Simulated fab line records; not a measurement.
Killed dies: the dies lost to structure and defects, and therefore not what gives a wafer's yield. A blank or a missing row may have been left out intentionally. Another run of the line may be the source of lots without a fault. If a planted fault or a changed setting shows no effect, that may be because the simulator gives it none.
fab line records	flow nand-harc
[record] lots = 24	wafers = 72	last-day = 33
route steps=1302 shown P_M1@307 P_BONDPAD@367
lots that met no fault: from a run of the same line without faults
start-h: hours from the record's first day to the start of the lot's first wafer shown	wait-h: hours elapsed since this lot's preceding step	" as in the row above	L1.1+2: several wafers, shown together as one row	- no value present, or no start provided	* or withheld: withheld	< > ~ a bound
route shown NAME@n: a module of which the file shows steps, and the number in the route of the first	usual: mean and standard deviation over wafers with no fault	same: alike in all rows	chamber/n: place in a boat	sites: each site's reading	_std_site: the standard deviation of these	_edge_site: mean of outer sites minus mean of inner sites	radius-mm: for every site, how far away it sits from the centre of the wafer	mask NAME#n: copy n	behind: the last tool/chamber to shape the wafer	hold: reason for holding the lot/hours on hold/outcome of the hold	device: the n, p or np transistor that did not switch	end of line: tests of these same wafers at the route's end	a step without rows: its recipe alone	killed: dies lost to structure and defects at the first sort, not the wafer's yield	map: the dies of a wafer, with x for killed, . for not killed, _ for no die there
set.NAME: setting as actually run; set.NAME@STEP: the setting as run at that earlier step	model.NAME: the simulator's own value behind a step, which no gauge read
route steps across a sampled set of lots; one table per step, one row per wafer
services: from which hour (start-h, from the record's first day; less than 0 if before it) a tool's chamber was out of use, for how many hours, and why
[[steps]]
[step NHARC_P_M1_PVD_20]
[recipe] target-thk-a = 50	bias-v = 168.6	power-w = 15000	chamber-pressure-pa = 0.12	time-s = 8.06	substrate-temp-c = 50	material = TaN
[usual] chamber-pressure-pa = 0.12/0.00022	throttle-valve-pct = 29.9/1.2
[same] time-s = 8.06
lot.wafer	tool	chamber	start-h	wait-h	chamber-pressure-pa	throttle-valve-pct
L074.4	pvd-sputter-02	-	-	-	0.11964	32.1
L074.3	"	-	"	"	0.12035	28.9
L074.5	"	-	"	"	0.11967	32.0
L075.2	pvd-sputter-03	-	-	-	0.12017	30.1
L075.1	"	-	"	"	0.11982	28.6
L075.5	"	-	"	"	0.11973	29.0
L076.2	pvd-sputter-03	-	-	-	0.12006	29.2
L076.6	"	-	"	"	0.12018	30.0
L076.5	"	-	"	"	0.11975	29.0
L077.1	pvd-sputter-03	-	-	-	0.12006	29.9
L077.4	"	-	"	"	0.11969	28.9
L077.5	"	-	"	"	0.1198	29.8
L078.3	pvd-sputter-01	-	-	-	0.12006	29.8
L078.5	"	-	"	"	0.12	29.9
L078.6	"	-	"	"	0.11986	28.8
L080.4	pvd-sputter-01	-	-	-	0.12001	28.9
L080.3	"	-	"	"	0.12019	31.8
L080.6	"	-	"	"	0.12023	31.6
L079.4	pvd-sputter-02	-	-	-	0.12006	28.3
L079.5	"	-	"	"	0.12017	28.4
L079.6	"	-	"	"	0.1201	32.1
L081.4	pvd-sputter-01	-	-	-	0.12014	29.8
L081.1	"	-	"	"	0.12	28.7
L081.5	"	-	"	"	0.12	31.6
L082.1	pvd-sputter-02	-	-	-	0.11966	32.0
L082.2	"	-	"	"	0.11969	29.6
L082.3	"	-	"	"	0.12031	28.3
L083.1	pvd-sputter-01	-	-	-	0.11984	28.8
L083.3	"	-	"	"	0.1199	31.8
L083.6	"	-	"	"	0.12018	28.9
L084.1	pvd-sputter-03	-	-	-	0.11989	30.6
L084.2	"	-	"	"	0.12023	28.8
L084.5	"	-	"	"	0.12024	30.4
L085.2	pvd-sputter-02	-	-	-	0.12007	32.2
L085.3	"	-	"	"	0.1202	28.3
L085.6	"	-	"	"	0.12016	32.0
L086.4	pvd-sputter-01	-	-	-	0.12017	28.7
L086.1	"	-	"	"	0.12007	29.1
L086.6	"	-	"	"	0.1201	29.8
L087.3	pvd-sputter-03	-	-	-	0.11974	30.0
L087.4	"	-	"	"	0.11977	29.3
L087.6	"	-	"	"	0.11982	30.2
L088.4	pvd-sputter-03	-	-	-	0.12021	30.4
L088.5	"	-	"	"	0.11999	28.8
L088.6	"	-	"	"	0.12005	30.7
L089.4	pvd-sputter-01	-	-	-	0.11982	29.3
L089.2	"	-	"	"	0.11998	32.6
L089.1	"	-	"	"	0.1204	28.7
L090.3	pvd-sputter-01	-	-	-	0.11967	28.7
L090.4	"	-	"	"	0.12028	29.0
L090.5	"	-	"	"	0.12012	28.6
L091.1	pvd-sputter-02	-	-	-	0.11975	31.7
L091.4	"	-	"	"	0.11976	29.7
L091.5	"	-	"	"	0.12039	32.0
L092.3	pvd-sputter-02	-	-	-	0.12006	28.3
L092.1	"	-	"	"	0.12042	31.6
L092.2	"	-	"	"	0.11976	29.3
L094.3	pvd-sputter-02	-	-	-	0.11971	32.2
L094.5	"	-	"	"	0.12006	29.2
L094.6	"	-	"	"	0.12007	29.8
L093.1	pvd-sputter-03	-	-	-	0.11952	30.2
L093.4	"	-	"	"	0.11974	29.7
L093.5	"	-	"	"	0.11995	29.4
L095.2	pvd-sputter-03	-	-	-	0.11983	30.5
L095.4	"	-	"	"	0.12002	29.7
L095.6	"	-	"	"	0.11948	29.0
L097.2	pvd-sputter-01	-	-	-	0.12004	29.0
L097.1	"	-	"	"	0.11999	29.7
L097.6	"	-	"	"	0.12003	32.5
L096.2	pvd-sputter-02	-	-	-	0.11969	29.3
L096.1	"	-	"	"	0.12007	28.2
L096.5	"	-	"	"	0.11993	30.1
[step NHARC_P_M1_PVD_21]
[recipe] target-thk-a = 300	chamber-pressure-pa = 5	power-w = 5000	substrate-temp-c = 30	time-s = 20.49	material = Cu
[usual] chamber-pressure-pa = 4.998/0.0091	throttle-valve-pct = 29.8/1
[same] time-s = 20.49
lot.wafer	tool	chamber	start-h	wait-h	chamber-pressure-pa	throttle-valve-pct
L074.3	pvd-sputter-02	-	-	-	4.986	30.0
L074.4	"	-	"	"	4.998	32.1
L074.5	"	-	"	"	5.002	29.9
L075.2	pvd-sputter-03	-	-	-	5.002	29.1
L075.1	"	-	"	"	4.998	30.6
L075.5	"	-	"	"	5.006	29.1
L076.2	pvd-sputter-03	-	-	-	4.999	29.1
L076.6	"	-	"	"	4.996	29.1
L076.5	"	-	"	"	4.991	30.3
L077.4	pvd-sputter-03	-	-	-	5.000	28.9
L077.1	"	-	"	"	4.996	30.3
L077.5	"	-	"	"	4.993	29.1
L078.3	pvd-sputter-01	-	-	-	5.010	31.4
L078.5	"	-	"	"	4.992	30.0
L078.6	"	-	"	"	4.994	28.9
L080.3	pvd-sputter-01	-	-	-	5.006	28.8
L080.4	"	-	"	"	4.993	29.9
L080.6	"	-	"	"	5.014	28.9
L079.4	pvd-sputter-02	-	-	-	4.989	29.9
L079.5	"	-	"	"	4.995	29.3
L079.6	"	-	"	"	4.997	28.3
L081.4	pvd-sputter-01	-	-	-	5.004	31.6
L081.1	"	-	"	"	5.000	29.8
L081.5	"	-	"	"	4.998	30.0
L082.3	pvd-sputter-02	-	-	-	5.012	31.8
L082.2	"	-	"	"	5.000	29.5
L082.1	"	-	"	"	5.002	28.5
L083.1	pvd-sputter-01	-	-	-	5.019	29.1
L083.3	"	-	"	"	4.996	31.8
L083.6	"	-	"	"	4.995	29.7
L084.2	pvd-sputter-03	-	-	-	4.996	29.4
L084.1	"	-	"	"	4.988	29.6
L084.5	"	-	"	"	5.010	30.2
L085.2	pvd-sputter-02	-	-	-	5.014	28.6
L085.3	"	-	"	"	4.999	32.2
L085.6	"	-	"	"	4.998	28.2
L086.1	pvd-sputter-01	-	-	-	5.007	28.7
L086.4	"	-	"	"	4.996	29.1
L086.6	"	-	"	"	5.019	28.8
L087.4	pvd-sputter-03	-	-	-	5.021	28.7
L087.3	"	-	"	"	4.995	30.4
L087.6	"	-	"	"	4.974	29.3
L088.4	pvd-sputter-03	-	-	-	4.988	29.7
L088.5	"	-	"	"	4.990	29.7
L088.6	"	-	"	"	4.995	29.0
L089.4	pvd-sputter-01	-	-	-	4.996	29.9
L089.2	"	-	"	"	5.006	28.8
L089.1	"	-	"	"	5.002	32.4
L090.4	pvd-sputter-01	-	-	-	4.993	28.8
L090.3	"	-	"	"	5.014	29.9
L090.5	"	-	"	"	4.992	29.0
L091.1	pvd-sputter-02	-	-	-	4.983	29.7
L091.4	"	-	"	"	5.017	31.8
L091.5	"	-	"	"	5.003	30.0
L092.2	pvd-sputter-02	-	-	-	4.981	30.0
L092.3	"	-	"	"	4.993	28.2
L092.1	"	-	"	"	5.001	31.8
L094.3	pvd-sputter-02	-	-	-	4.988	29.4
L094.5	"	-	"	"	5.000	29.3
L094.6	"	-	"	"	4.973	30.1
L093.4	pvd-sputter-03	-	-	-	4.995	28.8
L093.1	"	-	"	"	5.008	30.3
L093.5	"	-	"	"	4.990	28.6
L095.4	pvd-sputter-03	-	-	-	5.013	30.3
L095.2	"	-	"	"	5.004	29.6
L095.6	"	-	"	"	5.000	29.5
L097.2	pvd-sputter-01	-	-	-	5.003	29.0
L097.1	"	-	"	"	4.996	29.0
L097.6	"	-	"	"	4.992	28.8
L096.1	pvd-sputter-02	-	-	-	4.990	29.5
L096.2	"	-	"	"	4.993	30.1
L096.5	"	-	"	"	4.994	29.7
[step NHARC_P_M1_ANNEAL_31]
[recipe] temp-c = 225	time-s = 90
[usual] wafer_temp_C_max = 225.86/0.27
[same] time-s = 90
lot.wafer	tool	chamber	start-h	wait-h	wafer_temp_C_max
L074.3	rtp-anneal-01	0	125.72	-	225.54
L074.4	"	0	"	"	225.32
L074.5	"	0	"	"	225.65
L075.1	rtp-anneal-01	0	141.81	0.3	225.83
L075.2	"	0	"	"	225.82
L075.5	"	0	"	"	226.48
L076.2	rtp-anneal-01	0	144.53	-	225.78
L076.5	"	0	"	"	226.11
L076.6	"	0	"	"	226.02
L077.1	rtp-anneal-01	0	160.26	0.3	225.54
L077.4	"	0	"	"	225.44
L077.5	"	0	"	"	225.73
L078.3	rtp-anneal-01	0	165.68	-	225.77
L078.5	"	0	"	"	225.65
L078.6	"	0	"	"	225.43
L080.3	rtp-anneal-01	0	184.70	0.3	225.93
L080.4	"	0	"	"	225.95
L080.6	"	0	"	"	225.74
L079.4	rtp-anneal-01	0	185.55	-	225.72
L079.5	"	0	"	"	225.65
L079.6	"	0	"	"	225.59
L081.1	rtp-anneal-02	0	202.57	0.3	226.18
L081.4	"	0	"	"	225.88
L081.5	"	0	"	"	225.66
L082.1	rtp-anneal-01	0	206.39	0.3	225.91
L082.2	"	0	"	"	225.62
L082.3	"	0	"	"	225.86
L083.1	rtp-anneal-02	0	221.34	0.3	225.96
L083.3	"	0	"	"	226.34
L083.6	"	0	"	"	226.33
L084.1	rtp-anneal-01	0	231.59	0.3	225.78
L084.2	"	0	"	"	225.68
L084.5	"	0	"	"	225.51
L085.2	rtp-anneal-02	0	239.51	-	226.30
L085.3	"	0	"	"	225.86
L085.6	"	0	"	"	226.03
L086.1	rtp-anneal-02	0	245.43	0.3	226.07
L086.4	"	0	"	"	226.18
L086.6	"	0	"	"	226.06
L087.3	rtp-anneal-02	0	257.17	0.3	226.00
L087.4	"	0	"	"	226.18
L087.6	"	0	"	"	226.10
L088.4	rtp-anneal-01	0	275.38	-	225.49
L088.5	"	0	"	"	225.96
L088.6	"	0	"	"	225.69
L089.1	rtp-anneal-01	0	277.89	-	225.56
L089.2	"	0	"	"	225.59
L089.4	"	0	"	"	225.53
L090.3	rtp-anneal-01	0	290.45	0.3	225.92
L090.4	"	0	"	"	225.84
L090.5	"	0	"	"	225.44
L091.1	rtp-anneal-01	0	310.65	-	226.05
L091.4	"	0	"	"	226.00
L091.5	"	0	"	"	225.93
L092.1	rtp-anneal-02	0	316.29	0.3	225.79
L092.2	"	0	"	"	226.22
L092.3	"	0	"	"	226.04
L094.3	rtp-anneal-02	0	321.73	0.3	225.98
L094.5	"	0	"	"	226.28
L094.6	"	0	"	"	226.03
L093.1	rtp-anneal-02	0	322.33	0.4	226.44
L093.4	"	0	"	"	225.95
L093.5	"	0	"	"	226.12
L095.2	rtp-anneal-01	0	334.36	0.4	225.83
L095.4	"	0	"	"	225.66
L095.6	"	0	"	"	225.77
L097.1	rtp-anneal-01	0	350.49	0.3	225.79
L097.2	"	0	"	"	225.72
L097.6	"	0	"	"	225.96
L096.1	rtp-anneal-02	0	350.72	0.3	226.09
L096.2	"	0	"	"	226.32
L096.5	"	0	"	"	225.97
[step NHARC_P_M1_THK_MEAS_24]
[recipe] thk-meas-gauge = xrf
[usual] thk-nm = 157.8/1.4
lot.wafer	tool	chamber	start-h	wait-h	thk-nm
L074.3	film-metro-02	-	126.28	-	157.1
L074.4	"	-	"	"	158.2
L074.5	"	-	"	"	156.7
L075.1	film-metro-02	-	142.47	-	157.0
L075.2	"	-	"	"	157.7
L075.5	"	-	"	"	158.4
L076.2	film-metro-02	-	145.13	-	159.8
L076.5	"	-	"	"	160.5
L076.6	"	-	"	"	159.5
L077.1	film-metro-01	-	160.92	-	155.9
L077.4	"	-	"	"	155.1
L077.5	"	-	"	"	157.8
L078.3	film-metro-02	-	166.23	-	156.9
L078.5	"	-	"	"	157.7
L078.6	"	-	"	"	160.6
L080.3	film-metro-01	-	185.26	-	158.1
L080.4	"	-	"	"	157.7
L080.6	"	-	"	"	159.8
L079.4	film-metro-01	-	186.06	-	157.5
L079.5	"	-	"	"	161.7
L079.6	"	-	"	"	156.1
L081.1	film-metro-02	-	203.22	-	159.9
L081.4	"	-	"	"	159.2
L081.5	"	-	"	"	159.5
L082.1	film-metro-01	-	207.05	-	155.2
L082.2	"	-	"	"	157.6
L082.3	"	-	"	"	158.4
L083.1	film-metro-02	-	222.01	-	157.8
L083.3	"	-	"	"	158.2
L083.6	"	-	"	"	158.2
L084.1	film-metro-01	-	232.25	-	155.1
L084.2	"	-	"	"	158.1
L084.5	"	-	"	"	158.1
L085.2	film-metro-02	-	240.12	-	159.4
L085.3	"	-	"	"	159.0
L085.6	"	-	"	"	157.2
L086.1	film-metro-02	-	246.09	-	157.4
L086.4	"	-	"	"	157.3
L086.6	"	-	"	"	157.8
L087.3	film-metro-02	-	257.72	-	157.5
L087.4	"	-	"	"	157.4
L087.6	"	-	"	"	158.5
L088.4	film-metro-01	-	275.88	-	154.8
L088.5	"	-	"	"	156.5
L088.6	"	-	"	"	157.3
L089.1	film-metro-02	-	278.55	-	155.0
L089.2	"	-	"	"	158.5
L089.4	"	-	"	"	159.2
L090.3	film-metro-02	-	291.01	-	159.3
L090.4	"	-	"	"	155.1
L090.5	"	-	"	"	158.9
L091.1	film-metro-02	-	311.31	-	160.0
L091.4	"	-	"	"	157.8
L091.5	"	-	"	"	158.0
L092.1	film-metro-02	-	316.96	-	159.4
L092.2	"	-	"	"	157.6
L092.3	"	-	"	"	157.8
L094.3	film-metro-02	-	322.29	-	155.4
L094.5	"	-	"	"	156.6
L094.6	"	-	"	"	156.9
L093.1	film-metro-01	-	322.99	-	156.4
L093.4	"	-	"	"	160.0
L093.5	"	-	"	"	156.5
L095.2	film-metro-01	-	334.97	-	160.1
L095.4	"	-	"	"	158.9
L095.6	"	-	"	"	156.6
L097.1	film-metro-02	-	351.15	-	155.5
L097.2	"	-	"	"	157.5
L097.6	"	-	"	"	156.9
L096.1	film-metro-02	-	351.37	-	156.7
L096.2	"	-	"	"	158.6
L096.5	"	-	"	"	159.6
[step NHARC_P_M1_INSPECT_27]
[usual] raw-defect-count = 300/98
lot.wafer	tool	chamber	start-h	wait-h	raw-defect-count
L074.3	defect-inspect-02	-	126.44	0.0	282
L074.4	"	-	"	"	301
L074.5	"	-	"	"	224
L075.1	defect-inspect-02	-	142.62	0.0	232
L075.2	"	-	"	"	312
L075.5	"	-	"	"	335
L076.2	defect-inspect-02	-	145.29	0.0	299
L076.5	"	-	"	"	302
L076.6	"	-	"	"	395
L077.1	defect-inspect-02	-	161.08	0.0	237
L077.4	"	-	"	"	274
L077.5	"	-	"	"	347
L078.3	defect-inspect-02	-	166.38	0.0	396
L078.5	"	-	"	"	161
L078.6	"	-	"	"	270
L080.3	defect-inspect-02	-	185.41	0.0	222
L080.4	"	-	"	"	353
L080.6	"	-	"	"	282
L079.4	defect-inspect-02	-	186.21	0.0	412
L079.5	"	-	"	"	309
L079.6	"	-	"	"	255
L081.1	defect-inspect-01	-	203.38	0.0	219
L081.4	"	-	"	"	90
L081.5	"	-	"	"	147
L082.1	defect-inspect-02	-	207.20	0.0	291
L082.2	"	-	"	"	230
L082.3	"	-	"	"	203
L083.1	defect-inspect-02	-	222.16	0.0	280
L083.3	"	-	"	"	411
L083.6	"	-	"	"	230
L084.1	defect-inspect-01	-	232.41	0.0	473
L084.2	"	-	"	"	306
L084.5	"	-	"	"	625
L085.2	defect-inspect-01	-	240.28	0.0	349
L085.3	"	-	"	"	210
L085.6	"	-	"	"	364
L086.1	defect-inspect-01	-	246.27	0.0	252
L086.4	"	-	"	"	476
L086.6	"	-	"	"	159
L087.3	defect-inspect-02	-	257.88	0.0	283
L087.4	"	-	"	"	233
L087.6	"	-	"	"	129
L088.4	defect-inspect-01	-	276.04	0.0	403
L088.5	"	-	"	"	545
L088.6	"	-	"	"	370
L089.1	defect-inspect-01	-	278.71	0.0	216
L089.2	"	-	"	"	233
L089.4	"	-	"	"	287
L090.3	defect-inspect-02	-	291.16	0.0	261
L090.4	"	-	"	"	190
L090.5	"	-	"	"	241
L091.1	defect-inspect-02	-	311.47	0.0	372
L091.4	"	-	"	"	479
L091.5	"	-	"	"	279
L092.1	defect-inspect-02	-	317.12	0.0	228
L092.2	"	-	"	"	115
L092.3	"	-	"	"	169
L094.3	defect-inspect-02	-	322.44	0.0	161
L094.5	"	-	"	"	434
L094.6	"	-	"	"	244
L093.1	defect-inspect-02	-	323.14	0.0	306
L093.4	"	-	"	"	294
L093.5	"	-	"	"	351
L095.2	defect-inspect-02	-	335.14	0.0	204
L095.4	"	-	"	"	305
L095.6	"	-	"	"	525
L097.1	defect-inspect-02	-	351.31	0.0	407
L097.2	"	-	"	"	406
L097.6	"	-	"	"	309
L096.1	defect-inspect-02	-	351.53	0.0	276
L096.2	"	-	"	"	306
L096.5	"	-	"	"	336
[step NHARC_P_BONDPAD_DESCUM_11]
[recipe] time-s = 3	o2-flow-sccm = 200	ar-flow-sccm = 0	bias-power-w = 0	chemistry = O2
[usual] drypump-motor-current-A = 5.7/0.55	oes-product-au = 1.003/0.01	rf-vpp-V = 57.8/0.84	showerhead-plenum-p-Torr = 1.91/0.077	throttle-valve-pct = 11.310/0.0094
[same] time-s = 3
lot.wafer	tool	chamber	start-h	wait-h	drypump-motor-current-A	oes-product-au	rf-hours-counter-h	rf-vpp-V	showerhead-plenum-p-Torr	throttle-valve-pct
L074.4	rie-diel-02	0	132.59	-	5.5	1.007	5.8	57.6	1.82	11.302
L074.3	"	1	"	"	5.7	0.984	4.7	56.8	1.98	11.304
L074.5	"	2	"	"	5.3	0.988	-	55.7	1.82	11.319
L075.1	rie-diel-13	3	149.11	-	6.3	0.990	3.2	57.9	1.97	11.311
L075.2	"	1	"	"	6.7	1.006	3.7	57.9	1.95	11.293
L075.5	"	3	"	"	6.3	0.997	-	58.5	1.97	11.314
L076.2	rie-diel-13	1	151.51	-	6.7	1.012	3.9	60.0	1.95	11.300
L076.5	"	2	"	"	5.0	1.003	-	57.2	1.79	11.299
L076.6	"	3	"	"	6.2	1.014	-	57.8	1.97	11.334
L077.1	rie-diel-12	0	166.99	-	5.5	0.995	4.2	56.3	2.02	11.316
L077.4	"	1	"	"	6.3	0.980	2.7	57.7	1.89	11.315
L077.5	"	1	"	"	6.3	0.986	-	57.2	1.89	11.308
L078.3	rie-diel-12	3	172.53	-	5.9	0.989	4.0	58.5	1.83	11.304
L078.6	"	3	"	"	5.9	0.994	-	58.0	1.83	11.319
L078.5	"	0	"	"	5.5	1.004	-	58.7	2.02	11.312
L080.4	rie-diel-13	2	191.51	-	5.0	1.000	0.7	57.7	1.79	11.285
L080.3	"	3	"	"	6.2	1.014	0.8	58.7	1.97	11.308
L080.6	"	2	"	"	5.0	0.996	-	58.9	1.79	11.305
L079.4	rie-diel-12	0	192.48	-	5.5	1.001	5.5	56.7	2.02	11.317
L079.5	"	0	"	"	5.5	0.987	-	58.2	2.02	11.304
L079.6	"	1	"	"	6.3	1.001	-	58.5	1.89	11.301
L081.4	rie-diel-12	0	209.39	-	5.5	0.997	5.8	58.6	2.02	11.330
L081.1	"	2	"	"	5.1	1.001	5.3	58.4	1.82	11.302
L081.5	"	3	"	"	5.9	0.988	-	57.3	1.83	11.303
L082.2	rie-diel-13	0	213.11	-	5.2	1.019	1.5	58.8	1.95	11.319
L082.1	"	1	"	"	6.7	1.006	1.5	57.3	1.95	11.303
L082.3	"	2	"	"	5.0	1.001	1.3	57.1	1.79	11.336
L083.1	rie-diel-13	3	228.42	-	6.3	1.016	1.9	59.4	1.97	11.302
L083.3	"	1	"	"	6.7	0.999	2.0	58.2	1.94	11.312
L083.6	"	0	"	"	5.2	1.011	-	58.7	1.95	11.297
L084.2	rie-diel-12	1	238.62	-	6.3	0.991	6.5	58.5	1.89	11.328
L084.1	"	0	"	"	5.5	0.988	7.8	57.4	2.02	11.307
L084.5	"	2	"	"	5.1	1.002	-	58.7	1.82	11.313
L085.2	rie-diel-12	0	246.40	-	5.5	0.995	8.5	58.4	2.02	11.319
L085.3	"	3	"	"	5.9	1.001	7.8	58.5	1.83	11.311
L085.6	"	0	"	"	5.5	1.009	-	58.2	2.02	11.305
L086.1	rie-diel-13	0	252.56	-	5.2	1.021	2.6	57.3	1.95	11.300
L086.4	"	3	"	"	6.3	1.018	-	58.8	1.97	11.313
L086.6	"	0	"	"	5.2	1.017	-	57.0	1.95	11.297
L087.4	rie-diel-12	0	263.97	-	5.5	0.993	9.3	58.7	2.02	11.310
L087.3	"	3	"	"	5.9	0.982	8.5	57.0	1.83	11.312
L087.6	"	0	"	"	5.5	0.994	-	56.5	2.02	11.306
L088.4	rie-diel-13	0	282.20	-	5.2	1.021	3.4	57.2	1.95	11.323
L088.6	"	3	"	"	6.2	1.015	-	58.5	1.97	11.324
L088.5	"	0	"	"	5.2	1.023	-	57.9	1.95	11.315
L089.4	rie-diel-12	2	285.51	-	5.1	1.015	0.1	56.9	1.82	11.321
L089.2	"	3	"	"	5.9	1.006	0.1	58.5	1.83	11.324
L089.1	"	0	"	"	5.5	0.997	0.1	57.0	2.02	11.308
L090.3	rie-diel-12	2	297.11	-	5.1	1.010	0.4	57.6	1.82	11.312
L090.4	"	3	"	"	5.9	1.007	0.4	57.2	1.83	11.307
L090.5	"	1	"	"	6.2	0.988	-	58.3	1.89	11.313
L091.4	rie-diel-12	1	317.53	-	6.2	0.997	1.7	55.8	1.89	11.299
L091.1	"	0	"	"	5.5	1.008	2.4	57.4	2.02	11.320
L091.5	"	2	"	"	5.1	1.006	-	57.0	1.82	11.303
L092.1	rie-diel-13	2	323.02	-	5.0	1.004	4.0	58.1	1.79	11.305
L092.3	"	3	"	"	6.3	1.015	4.5	58.8	1.97	11.316
L092.2	"	1	"	"	6.7	1.019	4.6	57.4	1.94	11.312
L094.3	rie-diel-13	3	328.55	-	6.2	1.014	4.7	58.3	1.97	11.305
L094.5	"	3	"	"	6.2	1.021	-	58.5	1.97	11.323
L094.6	"	1	"	"	6.7	1.014	-	57.2	1.94	11.317
L093.1	rie-diel-13	3	329.38	-	6.3	1.011	4.8	58.1	1.97	11.312
L093.4	"	2	"	"	5.0	0.999	-	57.1	1.79	11.319
L093.5	"	3	"	"	6.3	1.013	-	58.0	1.97	11.304
L095.2	rie-diel-02	1	341.06	-	5.7	1.004	3.9	60.1	1.98	11.328
L095.4	"	3	"	"	5.2	1.003	-	58.1	1.97	11.310
L095.6	"	0	"	"	5.5	1.002	-	57.9	1.82	11.310
L097.1	rie-diel-12	0	357.42	-	5.5	1.009	4.7	58.4	2.01	11.307
L097.2	"	1	"	"	6.2	0.995	4.0	59.3	1.89	11.321
L097.6	"	2	"	"	5.1	1.000	-	59.6	1.82	11.308
L096.2	rie-diel-12	0	358.03	-	5.5	1.016	4.8	57.8	2.01	11.292
L096.1	"	2	"	"	5.1	1.009	4.2	57.7	1.82	11.309
L096.5	"	0	"	"	5.5	0.998	-	58.6	2.02	11.322
[[services]]
tool	chamber	start-h	hours	kind
pvd-sputter-01	-	102.49	0.9	repair
pvd-sputter-02	-	104.14	10.0	pm
rie-diel-13	0	109.75	8.3	repair
rie-diel-02	1	162.74	4.3	repair
rie-diel-13	-	165.00	9.0	pm
pvd-sputter-03	-	170.01	10.0	pm
rie-diel-12	-	186.01	0.2	repair
rie-diel-02	-	216.70	9.0	pm
pvd-sputter-01	-	221.51	3.1	repair
pvd-sputter-01	-	226.00	10.0	pm
pvd-sputter-03	-	228.72	1.7	repair
rie-diel-13	1	230.34	1.8	repair
pvd-sputter-03	-	236.47	10.1	repair
rie-diel-13	2	251.72	6.6	repair
rie-diel-12	-	268.40	9.0	pm
pvd-sputter-02	-	282.14	10.0	pm
rie-diel-12	1	287.32	1.9	repair
rie-diel-13	2	302.28	3.7	repair
rie-diel-13	2	314.62	6.3	repair
rie-diel-13	0	326.27	3.7	repair
pvd-sputter-02	-	329.71	5.2	repair
pvd-sputter-01	-	334.26	2.5	repair
rie-diel-13	-	342.00	9.0	pm
pvd-sputter-03	-	348.01	10.0	pm
[[key]]
fault none
